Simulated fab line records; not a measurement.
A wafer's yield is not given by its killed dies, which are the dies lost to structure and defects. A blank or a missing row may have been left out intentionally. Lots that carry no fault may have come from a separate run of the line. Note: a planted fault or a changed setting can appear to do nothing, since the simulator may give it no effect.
One fault seen from 2 desks + flow n5-finfet + each desk has only its own numbers; what lay behind them comes last

## FOR THE TOOL OWNER'S DESK: pecvd-01
The tool's own readings at N5_DUMMY_GATE_PECVD_30 (deposits SiO2 from TEOS/O2, target thk 55 nm, time 10.8 s): means of the sampled wafers that have a number, for each lot that ran on this tool. The brackets show how far a lot's mean lies from the usual mean; more than 4 standard deviations puts the lot out of limits, marked OUT.
Columns: A = chamber-pressure-Torr at N5_DUMMY_GATE_PECVD_30, usual 6.502 Torr
| lot  | first seen here | A     |
|------|-----------------|-------|
| L680 | day 3 13:47     | 6.495 |
| L690 | day 5 17:21     | 6.503 |
| L692 | day 6 05:27     | 6.502 |
This desk's finding: nothing out of limits on any of the 3 lots.

## METROLOGY DESK
What the gauges read for every lot (on any tool): the sampled wafers with a number, averaged. The brackets show how far a lot's mean lies from the usual mean; more than 4 standard deviations puts the lot out of limits, marked OUT. Only the readings that lie furthest out on some lot appear, 7 of the 10 it has.
Columns: A = DIBL_N at N5_BEOL_M4_RC_MEAS_101, usual 36.0 mV/V; B = DIBL_P at N5_BEOL_M4_RC_MEAS_101, usual 36.2 mV/V; C = IOFF_P at N5_BEOL_M4_RC_MEAS_101, usual 0.21 nA/um; D = ION_P at N5_BEOL_M4_RC_MEAS_101, usual 463 uA/um; E = SS_N at N5_BEOL_M4_RC_MEAS_101, usual 71.4 mV/dec; F = SS_P at N5_BEOL_M4_RC_MEAS_101, usual 73.2 mV/dec; G = VT_P at N5_BEOL_M4_RC_MEAS_101, usual -251 mV
| lot  | first seen here | A    | B    | C    | D   | E    | F    | G    |
|------|-----------------|------|------|------|-----|------|------|------|
| L680 | day 9 05:45     | 38.3 | 37.4 | 0.23 | 461 | 71.8 | 74.0 | -249 |
| L692 | day 13 09:02    | 35.7 | 36.1 | 0.21 | 466 | 71.6 | 73.2 | -250 |
| L690 | day 13 09:40    | 35.5 | 35.5 | 0.16 | 454 | 71.1 | 73.2 | -256 |
| L700 | day 15 06:32    | 35.5 | 35.9 | 0.23 | 472 | 71.4 | 72.9 | -247 |
This desk's finding: nothing out of limits on any of the 4 lots.

## BROUGHT TOGETHER
The desk of the tool owner found nothing out of limits.
From the metrology desk's view, nothing was out of limits.

## WHAT THE SIMULATOR PUT IN
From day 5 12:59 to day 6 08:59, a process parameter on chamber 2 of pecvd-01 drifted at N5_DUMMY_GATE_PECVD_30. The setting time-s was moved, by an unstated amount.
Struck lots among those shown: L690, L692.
